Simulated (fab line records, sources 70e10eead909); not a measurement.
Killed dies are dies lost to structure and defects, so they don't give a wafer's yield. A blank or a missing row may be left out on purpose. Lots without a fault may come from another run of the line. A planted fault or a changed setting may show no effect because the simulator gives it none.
Chamber matching | flow nand_harc | NHARC_P_M1_DEP_33 on pecvd-02: 3 sister chambers
The step deposits SiCN, target thk 30 nm. 14 wafers are shown with their chamber, then 7 later ones without.

WAFERS WITH THEIR CHAMBER
wafer  | chamber | heater_power_outer_w (W) | heater_power_w (W)
L081.2 | 1       | 287                      | 577
L081.3 | 0       | 335                      | 633
L081.4 | 0       | 339                      | 636
L083.1 | 0       | 366                      | 676
L083.2 | 2       | 425                      | 741
L083.3 | 1       | 352                      | 638
L085.2 | 0       | 408                      | 707
L085.3 | 1       | 349                      | 638
L085.6 | 0       | 418                      | 709
L087.1 | 1       | 381                      | 718
L087.3 | 0       | 417                      | 747
L087.6 | 2       | 397                      | 695
L089.2 | 2       | 482                      | 790
L089.5 | 2       | 490                      | 813

SIGNATURES (means of the wafers above)
reading              | chamber 0 | chamber 1 | chamber 2 | scatter within a chamber
heater_power_outer_w | 380.50    | 342.25    | 448.50    | 40.7
heater_power_w       | 684.67    | 642.75    | 759.75    | 50.8
Rule: a wafer's distance from a chamber is the root of the sum, over the readings, of the square of ((its reading less the chamber's mean) divided by the reading's scatter). The wafer belongs to the nearest chamber; if the next one is less than 2 further off, it can't be placed. The scatter: the root of (the sum of the squares of (reading less its chamber's mean) over the shown wafers, divided by (wafers less chambers)).

WAFERS WITHOUT THEIR CHAMBER
wafer  | heater_power_outer_w (W) | heater_power_w (W)
L089.6 | 384                      | 703
L093.1 | 383                      | 681
L093.4 | 377                      | 701
L093.6 | 375                      | 681
L094.1 | 319                      | 601
L094.4 | 335                      | 609
L094.5 | 477                      | 794

WHICH CHAMBER EACH WENT THROUGH
wafer  | from the rows above          | in truth
L089.6 | can't be placed: 0 or 1 or 2 | 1
L093.1 | can't be placed: 0 or 1      | 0
L093.4 | can't be placed: 0 or 1 or 2 | 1
L093.6 | can't be placed: 0 or 1      | 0
L094.1 | can't be placed: 1 or 0      | 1
L094.4 | can't be placed: 1 or 0      | 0
L094.5 | 2                            | 2
Placed correctly: 1 of 7. Can't be placed from these rows: 6 (the true chamber is among the candidates in 6). Placed wrongly: 0.
